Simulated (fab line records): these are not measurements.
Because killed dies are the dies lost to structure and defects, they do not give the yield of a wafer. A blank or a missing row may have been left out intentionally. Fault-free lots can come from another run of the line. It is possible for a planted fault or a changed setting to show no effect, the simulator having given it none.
Which tool was responsible? ; flow n5_finfet ; route of 1938 steps, sampled at 1 step: 7 lots, 21 wafers

== WHAT EACH GAUGE READ, for each wafer ==
N5_BEOL_M10_CD_MEAS_11: target cd 64.1 nm.
lot;measured;on;cd_nm (nm)
L267;day 11 04:59;cd_sem-01;65.0 64.1 63.2
L270;day 11 14:50;cd_sem-02;64.2 64.1 64.4
L274;day 12 15:39;cd_sem-03;64.8 64.1 63.6
L283;day 15 03:32;cd_sem-01;64.2 63.4 63.9
L286;day 16 18:17;cd_sem-02;63.8 63.9 63.3
L289;day 17 02:04;cd_sem-02;64.0 63.9 64.2
L287;day 17 09:32;cd_sem-03;65.0 63.7 64.6

== WHAT TOOL EACH LOT RAN ON (gives the tool, then ch and the chambers of the sampled wafers, and finally the start) ==
There is no process step in the record ahead of these readings.

== THE ANSWER, worked out from the rows above alone ==
Rule: the usual values come from the lots themselves. The widest of any qualifying gaps counts: lots, ordered by their means at a reading, are off when they make up no more than a third of the lots, leave a main group of 4 or more, and stand apart from it by 3 or more times the standard deviation of that group's means. Not used: any main group whose means are identical at the precision the tables above print for the reading. Also off: a lot with no number at a reading for which 4 or more lots have one. The other lots that the step has rows for count as sound.
Across all readings shown, no lot is off: no conclusion can be drawn from this.

== WHAT THE SIMULATOR HAD INSERTED ==
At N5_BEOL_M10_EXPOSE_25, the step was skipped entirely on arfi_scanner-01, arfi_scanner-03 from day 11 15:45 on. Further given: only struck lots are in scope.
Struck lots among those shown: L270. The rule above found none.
